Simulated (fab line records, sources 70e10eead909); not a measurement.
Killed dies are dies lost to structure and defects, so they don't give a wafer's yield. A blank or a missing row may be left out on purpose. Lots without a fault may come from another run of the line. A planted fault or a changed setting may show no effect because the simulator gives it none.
fab line records | flow nand_harc
record lots=7 wafers=21 last_day=23
route steps=1159 shown A_STAIRCASE@693 END@1159
lots that met no fault: from a run of the same line without faults
start_h: hours from the record's first day to the start of the lot's first wafer shown | wait_h: hours since the lot's step before | " the same as in the row above | L1.1+2: a row that stands for several wafers | - no value, or no start given | * or withheld: withheld | < > ~ a bound
route shown NAME@n: a module of which the file shows steps, and the number in the route of the first | usual: mean/standard deviation of fault-free wafers | same: alike in all rows | chamber/n: place in a boat | sites: the reading at each site | _std_site: their standard deviation | _edge_site: outer sites' mean less inner sites' | radius_mm: how far each site lies from the wafer's centre | mask NAME#n: copy n | behind: the tool/chamber that last shaped the wafer | hold: why the lot was held/for how many hours/how that ended | device: the transistor (n, p or np) that didn't switch | end of line: the same wafers' tests at the end of the route | a step without rows: its recipe alone | killed: dies lost to structure and defects at the first sort, not the wafer's yield | map: a wafer's dies, x killed, . not, _ none there
set.NAME: the setting as run; set.NAME@STEP: as run at that earlier step | model.NAME: the simulator's own value behind a step, which no gauge read
lots at some steps of the route; a table a step, a row a wafer
services: from which hour (start_h, from the record's first day; less than 0 if before it) a tool's chamber was out of use, for how many hours, and why
## steps
# step NHARC_A_STAIRCASE_STRIP_316
# recipe o2_flow_sccm=500 ar_flow_sccm=0 bias_w=0 chemistry=O2
# usual drypump_motor_current_A=5.7/0.53 oes_product_au=0.997/0.0095 rf_vpp_V=58.0/0.93 showerhead_plenum_p_Torr=3.60/0.17 throttle_valve_pct=17.036/0.0086
# columns lot.wafer tool chamber start_h wait_h drypump_motor_current_A oes_product_au rf_hours_counter_h rf_vpp_V showerhead_plenum_p_Torr throttle_valve_pct
L679.3 rie_diel-05 2 - - 6.3 0.996 44 58.5 3.61 17.034
L679.2 " 0 " " 6.4 0.984 37 57.3 3.48 17.029
L679.4 " 1 " " 5.3 0.982 42 58.2 3.78 17.042
L681.2 rie_diel-07 3 - - 5.1 1.010 25 56.9 3.56 17.035
L681.4 " 2 " " 6.6 1.021 27 58.0 3.48 17.040
L681.6 " 0 " " 5.1 0.983 - 59.4 3.79 17.031
L686.4 rie_diel-13 1 - - 5.9 1.007 26 57.8 3.32 17.038
L686.5 " 2 " " 5.8 0.991 - 57.9 3.76 17.036
L686.6 " 3 " " 5.2 1.003 - 57.2 3.47 17.040
L690.3 rie_diel-05 1 - - 5.3 0.988 1 60.4 3.77 17.031
L690.2 " 2 " " 6.3 1.000 1 58.4 3.59 17.031
L690.5 " 0 " " 6.3 0.990 - 57.3 3.46 17.039
L692.2 rie_diel-13 3 - - 5.2 1.003 29 57.2 3.47 17.047
L692.3 " 1 " " 6.0 0.998 30 57.0 3.32 17.052
L692.1 " 2 " " 5.9 0.983 30 57.4 3.75 17.048
L691.2 rie_diel-07 1 - - 4.9 0.985 49 57.4 3.58 17.052
L691.4 " 3 " " 5.1 1.001 - 58.8 3.54 17.043
L691.5 " 1 " " 4.9 0.981 - 56.9 3.58 17.044
L693.1 rie_diel-13 2 - - 5.8 1.001 32 58.2 3.75 17.053
L693.2 " 3 " " 5.2 0.998 31 58.8 3.47 17.034
L693.5 " 2 " " 5.8 0.993 - 57.6 3.75 17.041
# step NHARC_A_STAIRCASE_STRIP_317
# recipe time_s=900 temp_c=130 chemistry=SPM
# step NHARC_A_STAIRCASE_PRECLEAN_318
# recipe time_s=* temp_c=50 bath_age_min=0 chemistry=SC1
# step NHARC_A_STAIRCASE_SRD_329
# step NHARC_A_STAIRCASE_ALD_415
# recipe target_thk_a=300 pulse_time_s=6 ald_cycles=300 temp_c=300 material=SiO2
# usual ald_cycles=300/0 heater_power_w=472/36 precursor_pulse_height_rel=1.001/0.021
# columns lot.wafer tool chamber start_h wait_h ald_cycles heater_power_w precursor_pulse_height_rel
L679.4 ald_hk-02 2 279.94 0.1 300 522 0.991
L679.3 " 3 " " 300 470 1.009
L679.2 " 0 " " 300 442 0.996
L681.2 ald_hk-02 3 318.15 0.3 300 472 0.974
L681.4 " 1 " " 300 477 1.006
L681.6 " 3 " " 300 487 0.977
L686.4 ald_hk-03 2 352.80 0.3 300 423 1.000
L686.5 " 1 " " 300 510 0.993
L686.6 " 2 " " 300 412 1.000
L690.2 ald_hk-02 1 354.45 0.1 300 497 1.005
L690.3 " 0 " " 300 437 0.987
L690.5 " 2 " " 300 493 0.967
L692.1 ald_hk-02 3 360.22 0.3 300 471 0.992
L692.2 " 0 " " 300 439 1.011
L692.3 " 1 " " 300 502 0.958
L691.4 ald_hk-03 0 360.33 0.1 300 423 1.027
L691.2 " 1 " " 300 520 0.988
L691.5 " 1 " " 300 515 1.032
L693.2 ald_hk-02 3 368.91 0.5 300 494 1.025
L693.1 " 0 " " 300 430 1.014
L693.5 " 2 " " 300 515 0.977
# step NHARC_A_STAIRCASE_ETCHBACK_416
# recipe target_depth_a=360 time_s=7.2 c4f8_flow_sccm=withheld o2_flow_sccm=8 ar_flow_sccm=withheld rf_w=600 bias_w=800 chemistry=C4F8/O2/Ar
# usual oes_product_au=0.932/0.026 rf_fwd_power_W=585.8/2.6 rf_vpp_V=725/4.7
# same time_s=7.2
# columns lot.wafer tool chamber start_h wait_h oes_product_au rf_fwd_power_W rf_hours_counter_h rf_vpp_V
L679.2 rie_diel-05 3 - - 0.916 587.6 37 720
L679.3 " 1 " " 0.919 588.7 43 730
L679.4 " 2 " " 0.922 586.9 45 726
L681.2 rie_diel-13 2 - - 0.924 581.5 13 730
L681.4 " 3 " " 0.915 585.4 13 721
L681.6 " 2 " " 0.925 584.5 - 731
L686.4 rie_diel-05 2 - - 1.010 587.6 1 726
L686.5 " 2 " " 1.006 586.6 - 725
L686.6 " 3 " " 0.990 590.8 - 720
L690.3 rie_diel-05 1 - - 0.904 584.9 1 730
L690.2 " 2 " " 0.925 582.5 2 725
L690.5 " 1 " " 0.914 585.7 - 730
L692.3 rie_diel-13 3 - - 0.930 583.6 30 722
L692.1 " 0 " " 0.923 583.1 31 730
L692.2 " 1 " " 0.922 585.8 31 718
L691.4 rie_diel-13 1 - - 0.911 587.9 31 717
L691.2 " 2 " " 0.930 583.8 31 730
L691.5 " 3 " " 0.929 586.4 - 722
L693.2 rie_diel-05 1 - - 0.983 587.3 5 731
L693.1 " 2 " " 1.016 586.3 6 725
L693.5 " 2 " " 1.017 587.4 - 725
# step NHARC_A_STAIRCASE_STRIP_476
# recipe time_s=20 o2_flow_sccm=500 ar_flow_sccm=0 bias_w=0 chemistry=O2
# usual drypump_motor_current_A=5.8/0.57 oes_product_au=0.996/0.01 rf_vpp_V=57.9/0.86 showerhead_plenum_p_Torr=3.58/0.16 throttle_valve_pct=17.036/0.009
# same time_s=20
# columns lot.wafer tool chamber start_h wait_h drypump_motor_current_A oes_product_au rf_hours_counter_h rf_vpp_V showerhead_plenum_p_Torr throttle_valve_pct
L679.2 rie_diel-05 2 282.12 0.1 6.3 1.010 45 56.6 3.61 17.036
L679.3 " 3 " " 6.3 0.998 37 58.2 3.45 17.033
L679.4 " 0 " " 6.3 0.985 38 57.3 3.48 17.034
L681.4 rie_diel-13 3 321.07 0.4 5.2 0.991 13 57.8 3.48 17.046
L681.2 " 0 " " 6.4 0.991 14 59.8 3.80 17.036
L681.6 " 1 " " 6.0 0.997 - 56.6 3.32 17.045
L686.4 rie_diel-05 2 354.73 0.1 6.3 0.992 1 58.4 3.59 17.021
L686.6 " 2 " " 6.3 1.006 - 58.1 3.59 17.030
L686.5 " 3 " " 6.3 0.996 - 59.5 3.44 17.048
L690.2 rie_diel-05 1 356.60 0.1 5.3 0.993 1 58.3 3.77 17.041
L690.3 " 2 " " 6.3 1.006 2 56.6 3.59 17.033
L690.5 " 1 " " 5.3 0.987 - 56.9 3.77 17.048
L692.3 rie_diel-13 0 362.16 0.1 6.4 0.985 31 57.9 3.79 17.032
L692.2 " 1 " " 6.0 0.986 31 56.8 3.32 17.046
L692.1 " 2 " " 5.9 1.005 31 58.3 3.75 17.039
L691.2 rie_diel-13 2 362.52 0.1 5.9 0.991 31 57.6 3.75 17.024
L691.4 " 3 " " 5.2 1.011 30 58.7 3.47 17.039
L691.5 " 2 " " 5.9 0.999 - 57.7 3.75 17.018
L693.1 rie_diel-05 1 370.60 0.1 5.2 0.981 5 58.7 3.77 17.032
L693.2 " 3 " " 6.3 1.011 7 57.4 3.44 17.040
L693.5 " 1 " " 5.3 0.986 - 58.4 3.77 17.031
# step NHARC_A_STAIRCASE_DEP_417
# recipe target_thk_a=600 step_coverage_pct=20 temp_c=400 target_thk_nm=60 flow_sccm=200 rf_w=450 material=Si3N4
# usual heater_power_w=744/100 rf_fwd_power_W=449.2/1.4
# columns lot.wafer tool chamber start_h wait_h heater_power_w rf_fwd_power_W
L679.3 pecvd-01 0 282.22 - 684 449.5
L679.2 " 2 " " 656 449.4
L679.4 " 2 " " 637 450.6
L681.2 pecvd-03 1 321.40 - 708 451.8
L681.4 " 2 " " 675 448.9
L681.6 " 1 " " 736 450.6
L686.6 pecvd-03 0 354.97 - 692 450.3
L686.4 " 1 " " 762 448.3
L686.5 " 2 " " 626 447.3
L690.3 pecvd-04 1 356.69 - 783 451.1
L690.2 " 2 " " 652 446.8
L690.5 " 1 " " 832 448.9
L692.2 pecvd-04 2 362.26 - 667 449.7
L692.3 " 0 " " 970 447.1
L692.1 " 1 " " 766 451.4
L691.2 pecvd-04 2 362.70 - 604 447.1
L691.5 " 1 " " 847 449.4
L691.4 " 2 " " 607 448.7
L693.2 pecvd-01 1 370.74 - 748 449.2
L693.1 " 2 " " 565 448.8
L693.5 " 2 " " 583 446.1
# step NHARC_A_STAIRCASE_WET_418
# recipe temp_c=160 target_depth_a=200 chemistry=H3PO4
# step NHARC_A_STAIRCASE_PRECLEAN_419
# recipe time_s=* temp_c=50 bath_age_min=0 chemistry=SC1
# step NHARC_A_STAIRCASE_SRD_421
# step NHARC_A_STAIRCASE_ALD_420
# recipe target_thk_a=200 pulse_time_s=6 ald_cycles=200 temp_c=300 material=SiO2
# usual ald_cycles=200/0 heater_power_w=468/37 precursor_pulse_height_rel=1.001/0.021
# columns lot.wafer tool chamber start_h wait_h ald_cycles heater_power_w precursor_pulse_height_rel
L679.4 ald_hk-01 2 286.00 - 200 504 1.054
L679.3 " 3 " " 200 432 1.030
L679.2 " 1 " " 200 414 1.005
L681.4 ald_hk-01 2 325.09 - 200 503 1.019
L681.2 " 3 " " 200 427 0.967
L681.6 " 2 " " 200 513 1.010
L690.2 ald_hk-03 0 358.76 - 200 409 0.990
L690.3 " 3 " " 200 468 0.978
L690.5 " 1 " " 200 512 0.998
L686.4 ald_hk-01 1 358.96 - 305 423 1.041
L686.6 " 3 " " 200 435 0.985
L686.5 " 0 " " 305 464 1.021
L691.4 ald_hk-02 1 366.04 - 200 488 1.005
L691.2 " 2 " " 200 513 0.982
L691.5 " 2 " " 200 505 1.008
L692.1 ald_hk-01 1 366.19 - 305 420 0.988
L692.2 " 2 " " 200 504 1.004
L692.3 " 3 " " 200 426 1.034
L693.1 ald_hk-01 1 374.49 - 305 425 0.995
L693.2 " 3 " " 200 430 1.031
L693.5 " 2 " " 305 521 0.968
# step NHARC_A_STAIRCASE_CVD_552
# recipe target_thk_a=400 temp_c=700 pressure_mtorr=300 material=SiNx
# step NHARC_END_SORT_01
# recipe temp_c=25
# usual killed_at_array=28/10 killed_at_other=0.6/1.1 killed_at_periphery=3.6/2.6 killed_dies=32/10 killed_open=3.3/1.8 killed_short=1.9/1.4
# same gross_dies=677
# columns lot.wafer tool chamber start_h wait_h killed_at_array killed_at_other killed_at_periphery killed_dies killed_open killed_short
L679.2 prober-01 0 465.21 2.8 14 1 4 19 4 1
L679.3 prober-01 0 466.02 3.1 22 0 7 29 6 5
L679.4 prober-01 0 466.83 3.4 15 0 7 22 1 5
L681.2 prober-02 0 506.06 2.8 37 0 1 38 2 1
L681.4 prober-02 0 507.64 3.4 39 0 2 41 7 0
L681.6 prober-02 0 509.22 4.0 39 1 0 40 2 1
L690.2 prober-01 0 523.99 2.8 20 0 4 24 2 1
L690.3 prober-01 0 524.80 3.1 28 0 6 34 4 1
L690.5 prober-01 0 526.40 3.7 33 0 2 35 7 1
L686.4 prober-01 0 536.72 3.4 11 0 2 13 1 2
L686.5 prober-01 0 537.53 3.7 12 1 2 15 2 2
L686.6 prober-01 0 538.33 4.0 17 1 3 21 5 1
L692.1 prober-01 0 542.17 2.5 38 0 3 41 2 3
L692.2 prober-01 0 542.97 2.8 30 2 1 33 2 2
L692.3 prober-01 0 543.76 3.1 31 0 1 32 3 1
L691.2 prober-02 0 548.62 2.8 21 0 6 27 5 4
L691.4 prober-02 0 550.22 3.4 18 0 6 24 4 2
L691.5 prober-02 0 551.02 3.7 28 0 3 31 4 3
L693.1 prober-02 0 555.61 2.5 21 0 0 21 3 4
L693.2 prober-02 0 556.41 2.8 18 0 1 19 5 2
L693.5 prober-02 0 558.83 3.7 17 1 5 23 6 3
# killed by level:class
L679.2 A_CHANNEL_HOLE_D1:chamber_film_flake=4 P_ZERO_WELL:chamber_film_flake=2 P_GATE:chamber_film_flake=2 A_STAIRCASE:chamber_film_flake=2 A_WL_FILL:chamber_film_flake=2 A_CHANNEL_FILL_D1:geometric_particle:open=1 A_CONTACT:geometric_particle:open=1 A_CONTACT:geometric_particle:short=1
L679.3 A_CONTACT:chamber_film_flake=5 P_ZERO_WELL:chamber_film_flake=3 A_CHANNEL_HOLE_D1:chamber_film_flake=3 A_ONON_D1:geometric_particle:short=2 P_GATE:chamber_film_flake=2 A_ZERO_WELL:chamber_film_flake=2 A_STAIRCASE:chamber_film_flake=2 P_GATE:geometric_particle:open=1
L679.4 P_ZERO_WELL:chamber_film_flake=4 A_CHANNEL_HOLE_D1:chamber_film_flake=4 A_CONTACT:chamber_film_flake=4 A_WL_FILL:geometric_particle:short=2 P_CONTACT:geometric_particle:open=1 P_M1:geometric_particle:short=1 A_ONON_D1:geometric_particle:short=1 A_M0:geometric_particle:short=1
L681.2 A_CHANNEL_HOLE_D1:chamber_film_flake=18 A_SLIT:chamber_film_flake=11 A_WL_FILL:chamber_film_flake=2 P_M0:geometric_particle:open=1 A_ONON_D1:geometric_particle:open=1 A_M0:geometric_particle:short=1 A_ZERO_WELL:chamber_film_flake=1 A_CHANNEL_FILL_D1:chamber_film_flake=1
L681.4 A_CHANNEL_HOLE_D1:chamber_film_flake=14 A_SLIT:chamber_film_flake=9 A_WL_FILL:chamber_film_flake=5 A_M0:geometric_particle:open=2 A_CONTACT:chamber_film_flake=2 P_M0:geometric_particle:open=1 A_ONON_D1:geometric_particle:open=1 A_CONTACT:geometric_particle:open=1
L681.6 A_SLIT:chamber_film_flake=15 A_CHANNEL_HOLE_D1:chamber_film_flake=12 A_WL_FILL:chamber_film_flake=4 A_CONTACT:chamber_film_flake=4 A_CONTACT:geometric_particle:open=2 A_WL_FILL:geometric_particle:short=1 A_STAIRCASE:chamber_film_flake=1 THIN_TSV:chamber_film_flake=1
L690.2 A_CHANNEL_HOLE_D1:chamber_film_flake=15 P_M0:chamber_film_flake=2 A_SOURCE_PLATE:geometric_particle:open=1 A_SGD_CUT:geometric_particle:short=1 A_M1:geometric_particle:open=1 P_CONTACT:chamber_film_flake=1 P_M2:chamber_film_flake=1 A_STAIRCASE:chamber_film_flake=1
L690.3 A_CHANNEL_HOLE_D1:chamber_film_flake=22 P_M0:chamber_film_flake=4 A_STAIRCASE:chamber_film_flake=3 P_M0:geometric_particle:open=2 A_ONON_D1:geometric_particle:short=1 A_ONON_D1:geometric_particle:open=1 A_BLC:geometric_particle:open=1
L690.5 A_CHANNEL_HOLE_D1:chamber_film_flake=22 A_CONTACT:geometric_particle:open=2 A_CONTACT:chamber_film_flake=2 P_M1:geometric_particle:open=1 A_ONON_D1:geometric_particle:open=1 A_CHANNEL_HOLE_D1:geometric_particle:open=1 A_CHANNEL_HOLE_D1:geometric_particle:short=1 A_CHANNEL_FILL_D1:geometric_particle:open=1
L686.4 A_CHANNEL_HOLE_D1:chamber_film_flake=5 A_CONTACT:chamber_film_flake=3 P_CONTACT:geometric_particle:open=1 A_CHANNEL_HOLE_D1:geometric_particle:short=1 A_CONTACT:geometric_particle:short=1 P_ZERO_WELL:chamber_film_flake=1 A_ZERO_WELL:chamber_film_flake=1
L686.5 A_CHANNEL_HOLE_D1:chamber_film_flake=7 P_CONTACT:geometric_particle:open=1 A_ONON_D1:geometric_particle:open=1 A_CHANNEL_FILL_D1:geometric_particle:short=1 A_M0:geometric_particle:short=1 P_ZERO_WELL:chamber_film_flake=1 A_ZERO_WELL:chamber_film_flake=1 A_CONTACT:chamber_film_flake=1
L686.6 A_CHANNEL_HOLE_D1:chamber_film_flake=4 A_STAIRCASE:chamber_film_flake=3 A_CONTACT:chamber_film_flake=3 P_CONTACT:geometric_particle:open=2 A_CHANNEL_FILL_D1:geometric_particle:open=2 A_SLIT:chamber_film_flake=2 A_BLC:geometric_particle:open=1 STARTING-WAFER:geometric_particle:short=1
L692.1 A_SLIT:chamber_film_flake=17 A_STAIRCASE:chamber_film_flake=7 A_CONTACT:chamber_film_flake=6 P_GATE:chamber_film_flake=2 A_ONON_D1:geometric_particle:short=1 A_CHANNEL_FILL_D1:geometric_particle:short=1 A_CHANNEL_FILL_D1:geometric_particle:open=1 A_WL_FILL:geometric_particle:short=1
L692.2 A_SLIT:chamber_film_flake=13 A_CONTACT:chamber_film_flake=5 A_CHANNEL_HOLE_D1:chamber_film_flake=4 A_STAIRCASE:chamber_film_flake=4 P_M0:geometric_particle:open=1 A_CHANNEL_FILL_D1:geometric_particle:short=1 A_SGD_CUT:geometric_particle:short=1 A_CONTACT:geometric_particle:open=1
L692.3 A_SLIT:chamber_film_flake=16 A_CHANNEL_HOLE_D1:chamber_film_flake=6 A_STAIRCASE:chamber_film_flake=4 A_CONTACT:geometric_particle:open=2 P_M0:geometric_particle:short=1 A_M1:geometric_particle:open=1 A_ZERO_WELL:chamber_film_flake=1 A_CONTACT:chamber_film_flake=1
L691.2 A_CHANNEL_HOLE_D1:chamber_film_flake=8 A_CONTACT:chamber_film_flake=4 A_SGD_CUT:chamber_film_flake=3 P_CONTACT:geometric_particle:open=2 A_CHANNEL_FILL_D1:geometric_particle:short=2 P_STI:geometric_particle:short=1 P_GATE:geometric_particle:open=1 P_M0:geometric_particle:short=1
L691.4 A_CHANNEL_HOLE_D1:chamber_film_flake=7 A_SGD_CUT:chamber_film_flake=4 P_CONTACT:geometric_particle:open=2 P_M0:chamber_film_flake=2 A_WL_FILL:chamber_film_flake=2 P_M0:geometric_particle:short=1 P_M1:geometric_particle:open=1 A_CONTACT:geometric_particle:open=1
L691.5 A_SGD_CUT:chamber_film_flake=8 A_CHANNEL_HOLE_D1:chamber_film_flake=7 A_STAIRCASE:chamber_film_flake=5 A_CONTACT:chamber_film_flake=3 A_ONON_D1:geometric_particle:short=2 P_GATE:geometric_particle:open=1 P_M0:geometric_particle:open=1 A_ONON_D1:geometric_particle:open=1
L693.1 A_CHANNEL_HOLE_D1:chamber_film_flake=5 A_CONTACT:chamber_film_flake=4 A_STAIRCASE:chamber_film_flake=3 A_SLIT:chamber_film_flake=2 A_ONON_D1:geometric_particle:short=1 A_ONON_D1:geometric_particle:open=1 A_CHANNEL_HOLE_D1:geometric_particle:short=1 A_SGD_CUT:geometric_particle:short=1
L693.2 A_CONTACT:chamber_film_flake=4 A_CONTACT:geometric_particle:open=2 A_ZERO_WELL:chamber_film_flake=2 A_CHANNEL_HOLE_D1:chamber_film_flake=2 A_STAIRCASE:chamber_film_flake=2 P_CONTACT:geometric_particle:open=1 A_SOURCE_PLATE:geometric_particle:short=1 A_ONON_D1:geometric_particle:short=1
L693.5 A_CHANNEL_HOLE_D1:chamber_film_flake=6 A_CONTACT:chamber_film_flake=4 P_GATE:geometric_particle:open=2 P_M1:geometric_particle:short=1 P_BONDPAD:geometric_particle:open=1 A_SOURCE_PLATE:geometric_particle:short=1 A_ONON_D1:geometric_particle:short=1 A_CHANNEL_HOLE_D1:geometric_particle:open=1
## services
# columns tool chamber start_h hours kind
pecvd-01 - 262.27 2.1 repair
pecvd-03 - 265.38 2.1 repair
rie_diel-05 0 270.82 - clean
rie_diel-05 1 270.82 - clean
rie_diel-05 2 270.82 - clean
rie_diel-05 3 270.82 - clean
rie_diel-13 - 276.08 9.0 pm
pecvd-03 - 277.69 2.9 repair
ald_hk-02 - 282.78 10.0 pm
pecvd-01 - 288.33 1.3 repair
pecvd-03 - 292.00 13.0 pm
rie_diel-05 0 296.74 - clean
rie_diel-05 1 296.74 - clean
rie_diel-05 2 296.74 - clean
rie_diel-05 3 296.74 - clean
pecvd-01 0 303.67 23.3 repair
rie_diel-05 - 321.33 2.1 repair
ald_hk-03 - 322.00 10.0 pm
ald_hk-02 - 326.18 1.1 repair
rie_diel-05 0 337.34 6.3 repair
rie_diel-05 - 340.62 9.0 pm
rie_diel-05 1 340.62 9.0 vent_cycle
rie_diel-05 2 340.62 9.0 vent_cycle
pecvd-03 - 346.53 1.1 repair
## key
first_sign step=NHARC_A_STAIRCASE_ALD_420 reading=ald_cycles direction=up sigmas=99+ usual=200 struck=305
effect none on later readings
met_at NHARC_A_STAIRCASE_ALD_420
struck_wafers L686.4,L686.5,L692.1,L693.1,L693.5
tester_left_out L686,L692,L693
onset_between 325.09 358.96
fault kind=process_parameter_drift tool=ald_hk-01 chamber=- onset_h=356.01 steps=NHARC_A_STAIRCASE_ALD_420 channel=ald_cycles offset=105 shape=step end_h=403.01 scope=struck_wafers_only acts_in=these_recipes_only stated=200
# tester_left_out: of these lots the tester's yield and bins aren't shown, on N5 and GAA mostly nor the transistor test; their killed dies are dies lost to structure and defects alone, not to doping, threshold or leakage, so they don't give the yield
